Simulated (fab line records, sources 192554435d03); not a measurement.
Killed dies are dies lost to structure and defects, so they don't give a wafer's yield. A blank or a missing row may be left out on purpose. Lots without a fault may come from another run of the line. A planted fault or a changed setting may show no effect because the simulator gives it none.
Chamber matching | flow n5_finfet | N5_BEOL_M9_ETCH_76 on rie_diel-05: 4 sister chambers
The step etches underlayer in N2/H2, target depth 6.5 nm, time 5.2 s. 4 wafers are shown with their chamber, then 7 later ones without.

WAFERS WITH THEIR CHAMBER
wafer  | chamber | showerhead_plenum_p_Torr (Torr)
L090.2 | 0       | 2.59
L090.4 | 3       | 2.50
L089.2 | 1       | 2.41
L089.4 | 2       | 2.51

WAFERS WITHOUT THEIR CHAMBER
wafer  | showerhead_plenum_p_Torr (Torr)
L089.5 | 2.50
L097.2 | 2.57
L097.4 | 2.49
L097.6 | 2.58
L096.2 | 2.57
L096.3 | 2.49
L096.5 | 2.41

WHICH CHAMBER EACH WENT THROUGH
wafer  | from the rows above     | in truth
L089.5 | can't be placed: 3 or 2 | 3
L097.2 | 0                       | 0
L097.4 | can't be placed: 3 or 2 | 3
L097.6 | 0                       | 0
L096.2 | 0                       | 0
L096.3 | can't be placed: 3 or 2 | 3
L096.5 | 1                       | 1
Placed correctly: 4 of 7. Can't be placed from these rows: 3 (the true chamber is among the candidates in 3). Placed wrongly: 0.
How it was worked out, from the rows above alone: a wafer's distance from a chamber is the root of the sum, over the readings, of the square of ((its reading less the chamber's mean) divided by the reading's scatter). The wafer belongs to the nearest chamber; if the next one is less than 2 further off, it can't be placed. A chamber's mean is the mean of its shown wafers. The scatter: with one shown wafer a chamber, the root of the mean of the squares of how far each hidden wafer lies from its nearest shown one.
